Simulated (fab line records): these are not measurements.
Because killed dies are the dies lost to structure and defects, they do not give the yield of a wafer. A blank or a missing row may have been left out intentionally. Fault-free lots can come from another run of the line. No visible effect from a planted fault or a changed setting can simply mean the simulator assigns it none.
A lot that was struck, set against a sound lot    flow n5Finfet    38 out of 1938 route steps
Sound: the wafers L454.1, L454.3, L454.4. Struck: wafer L470.6 (left out: L470.1, L470.2 of the same lot, which were not struck); the cause appears at the end.
Per side, at each step with rows, come the tool, then ch with its chambers, and then its first start. Under that, the readings that differ: sound wafers    struck wafers    difference of the means    sigmas: that difference in standard deviations of wafers without a fault.
alike: a reading whose means differ by less than 2 such deviations, as well as words and numbers matching on both sides. not compared: withheld readings; readings where some wafer has no value; bounds like >300 that might hide an equal value; numbers whose values overlap and for which the record gives no deviation.
The two part at a step that has a row with sigmas, a row that says differs or no value, or rows on one side only. Non-overlapping numbers with no deviation appear without sigmas and do not part them. Lack of a reading on every wafer of one side parts them only where that side has two or more wafers.

first, 11 steps without rows for these wafers: N5_BEOL_M0_WET_ETCH_106 (etches SiO2 in DHF, target depth 130 nm, rinse time 30 s); N5_BEOL_M0_ETCH_128 (etches SiCN in CF4/N2, target depth 12 nm, overetch 5.1 nm, time 21.4 s); N5_BEOL_M0_TRENCH_ETCH_107 (etches SiOC in C4F6/O2, target depth 32.8 nm, time 16.4 s); N5_BEOL_M0_STRIP_142 (strips in N2/H2, time 10 s); N5_BEOL_M0_HM_STRIP_129 (strips TiN in peroxide tin strip, target depth 17 nm, time 108 s); N5_BEOL_M0_SRD_130 (time 30 s); N5_BEOL_M0_ETCH_109 (etches SiCN in CH3F/O2, target depth 8 nm, overetch 2.4 nm, time 27.4 s); N5_BEOL_M0_STRIP_139 (strips in post etch residue remover, time 60 s); N5_BEOL_M0_SRD_111 (time 30 s); N5_BEOL_M0_DEGAS_112 (time 60 s); N5_BEOL_M0_PRE_CLEAN_113 (time 30 s).
N5_BEOL_M0_ALD_136: deposits TaN, pulse time 2 s, purge time 3 s, co reactant purge time 2 s.
  sound on aldMetal-01 ch 1,2,3, day 6 23:55; struck on aldMetal-01 ch 0, day 10 20:49
  alike: chamberPressureTorr, heaterPowerW, precursorVesselCarrierSccm
  not compared: sinceWetCleanH
then, 25 steps without rows for these wafers: N5_BEOL_M0_SURFACE_TREAT_137; N5_BEOL_M0_CVD_115 (deposits Co from CCTBA/H2, time 120 s); N5_BEOL_M0_SPUTTER_116 (material Cu, target thk 4 nm, time 7.37 s); N5_BEOL_M0_ANNEAL_117 (time 60 s); N5_BEOL_M0_SPUTTER_132 (material Cu, target thk 4 nm, time 7.37 s); N5_BEOL_M0_ANNEAL_133 (time 60 s); N5_BEOL_M0_SPUTTER_134 (material Cu, target thk 4 nm, time 7.37 s); N5_BEOL_M0_ANNEAL_135 (time 60 s); N5_BEOL_M0_SPUTTER_141 (material Cu, target thk 4 nm, time 7.37 s); N5_BEOL_M0_ECD_118 (material Cu, target thk 300 nm); N5_BEOL_M0_ANNEAL_119 (time 90 s); N5_BEOL_M0_CMP_120 (polishes, stops on SiOC, t overpolish 6.9 s); N5_BEOL_M0_PRE_CLEAN_131 (time 15 s); N5_BEOL_M0_CO_CAP_123 (material Co, precursor CCTBA/H2, target thk 2 nm, time 102.1 s); N5_BEOL_M0_PRE_CLEAN_124 (time 15 s); N5_BEOL_M0_DEP_125 (deposits SiCN from 3MS/NH3, target thk 8 nm, time 14 s); N5_BEOL_M1_ILD_DEP_00 (deposits SiOC from DEMS/O2, target thk 79 nm, time 15.3 s); N5_BEOL_M1_PECVD_72 (deposits SiO2 from TEOS/O2, target thk 16 nm, time 18 s); N5_BEOL_M1_HM_DEP_02 (deposits TiN, target thk 20 nm); N5_BEOL_M1_COAT_61 (time 60 s, resist thk 60 nm); N5_BEOL_M1_COAT_62 (time 60 s, resist thk 12 nm); N5_BEOL_M1_COAT_73 (time 60 s, resist thk 5 nm); N5_BEOL_M1_COAT_05 (resist thk 30 nm); N5_BEOL_M1_EBR_07; N5_BEOL_M1_SOFTBAKE_06 (time 60 s).
-- here the record skips 7 days between the struck wafers' starts before and after, leaving off in module BEOL_M1 and picking up in module PASSIVATION (first step shown: number 1936 of the route) --
N5_PASSIVATION_PROBE_49:
  sound: prober-02 at day 15 02:00; struck: prober-01 at day 18 06:59
reading             sound     struck  difference  sigmas
killed_at_M0_to_M3  38 45 46  91      +48         +4
killedOnRim         15 15 11  23      +9          +2
  alike: defectLimitedYield, killed_at_M4_up, killedAtContacts, killedAtFrontEnd, killedAtOther, killedDies, killedOpen, killedShort, sort_bin_5_function, sort_bin_6_memory, sortNPass, sortYieldPct

== WHERE THEY PART ==
N5_PASSIVATION_PROBE_49 only, going by this record.

WHY: the cause the simulator had injected
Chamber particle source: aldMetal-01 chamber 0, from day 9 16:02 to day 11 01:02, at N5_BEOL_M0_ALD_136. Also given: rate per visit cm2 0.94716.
